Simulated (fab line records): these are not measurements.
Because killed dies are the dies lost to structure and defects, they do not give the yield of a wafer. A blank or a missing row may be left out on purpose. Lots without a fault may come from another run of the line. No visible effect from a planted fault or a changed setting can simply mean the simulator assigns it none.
One fault through the eyes of 2 desks | flow n5 finfet | each desk has only its own numbers; what lay behind them comes last

FROM THE METROLOGY DESK
What the gauges read, lot by lot, whatever tool the lot ran on: means of the sampled wafers that have a number. If a lot's mean is further than 4 standard deviations from the usual mean, the lot is out of limits and carries the mark OUT (the distance appears in the brackets). Readings shown: 7 of its 11, picked as those furthest out on some lot.
Columns: A = SD_P_BLK_OVL at N5_SD_EPI_P_OVL_MEAS_10, usual -0.1 nm; B = DIBL_N at N5_BEOL_M4_RC_MEAS_101, usual 36.5 mV/V; C = ION_N at N5_BEOL_M4_RC_MEAS_101, usual 672 uA/um; D = ION_P at N5_BEOL_M4_RC_MEAS_101, usual 459 uA/um; E = SS_N at N5_BEOL_M4_RC_MEAS_101, usual 71.6 mV/dec; F = VT_N at N5_BEOL_M4_RC_MEAS_101, usual 250 mV; G = VT_P at N5_BEOL_M4_RC_MEAS_101, usual -250.5 mV
lot  | first seen here | A    | B    | C   | D   | E    | F   | G
L280 | day 3 22:12     | 0.3  | 35.7 | 676 | 462 | 71.5 | 249 | -252.0
L281 | day 4 05:07     | -1.3 | -    | -   | -   | -    | -   | -
L284 | day 4 23:02     | -0.5 | -    | -   | -   | -    | -   | -
L290 | day 6 13:19     | -0.6 | 37.0 | 661 | 452 | 72.6 | 249 | -249.4
L291 | day 6 18:43     | -0.4 | 37.9 | 660 | 453 | 72.5 | 252 | -250.3
L292 | day 7 00:39     | 0.1  | 35.4 | 669 | 455 | 71.5 | 252 | -254.2
L296 | day 7 23:58     | -0.2 | 35.5 | 672 | 463 | 71.5 | 248 | -251.4
L298 | day 8 11:31     | 0.4  | 36.8 | 683 | 466 | 71.3 | 248 | -248.0
This desk's verdict: no lot among the 8 shows anything out of limits.

FOR THE TOOL OWNER'S DESK: rie diel-03
The tool's own readings at N5_SD_EPI_P_ETCH_37 (etches SOC in N2/H2, overetch 108 nm, time 486 s): means of the sampled wafers that have a number, for each lot that ran on this tool. If a lot's mean is further than 4 standard deviations from the usual mean, the lot is out of limits and carries the mark OUT (the distance appears in the brackets).
Columns: A = drypump motor current A at N5_SD_EPI_P_ETCH_37, usual 5.9 A; B = h2 flow sccm at N5_SD_EPI_P_ETCH_37, usual 200.0 sccm; C = oes product au at N5_SD_EPI_P_ETCH_37, usual 0.68 a.u.; D = rf fwd power W at N5_SD_EPI_P_ETCH_37, usual 2996 W; E = rf vpp V at N5_SD_EPI_P_ETCH_37, usual 240.9 V; F = showerhead plenum p Torr at N5_SD_EPI_P_ETCH_37, usual 2.56 Torr; G = throttle valve pct at N5_SD_EPI_P_ETCH_37, usual 23.9 %
lot  | first seen here | A   | B     | C    | D              | E               | F    | G
L280 | day 3 22:30     | 5.4 | 199.9 | 0.67 | 2989           | 239.6           | 2.51 | 24.0
L281 | day 4 05:16     | 6.1 | 200.0 | 0.65 | 2281 (-75) OUT | 265.5 (+20) OUT | 2.59 | 23.6
L284 | day 4 23:16     | 5.7 | 199.9 | 0.64 | 2280 (-75) OUT | 264.8 (+20) OUT | 2.55 | 23.8
L296 | day 8 00:07     | 5.5 | 199.6 | 0.66 | 2998           | 240.2           | 2.52 | 24.0
This desk's finding: out of limits on L281, L284; first on L281, day 4 05:16 (rf fwd power W at N5_SD_EPI_P_ETCH_37). Within limits: L280, L296.

ALL TOGETHER
An alarm could have come from the tool owner's desk at day 4 05:16, on L281, L284.
From the metrology desk's view, nothing was out of limits.
The metrology desk has L281, L284 on record, within its limits.
Of the lots named, all ran N5_SD_EPI_P_ETCH_37 on rie diel-03.

WHAT THE SIMULATOR PUT IN
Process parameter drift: rie diel-03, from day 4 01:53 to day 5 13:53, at N5_SD_EPI_P_ETCH_37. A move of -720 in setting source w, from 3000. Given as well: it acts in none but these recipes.
Lots struck among those shown: L281, L284.
Time in hours from fault onset to the first out-of-limits reading at each desk: the tool owner's desk, 3.
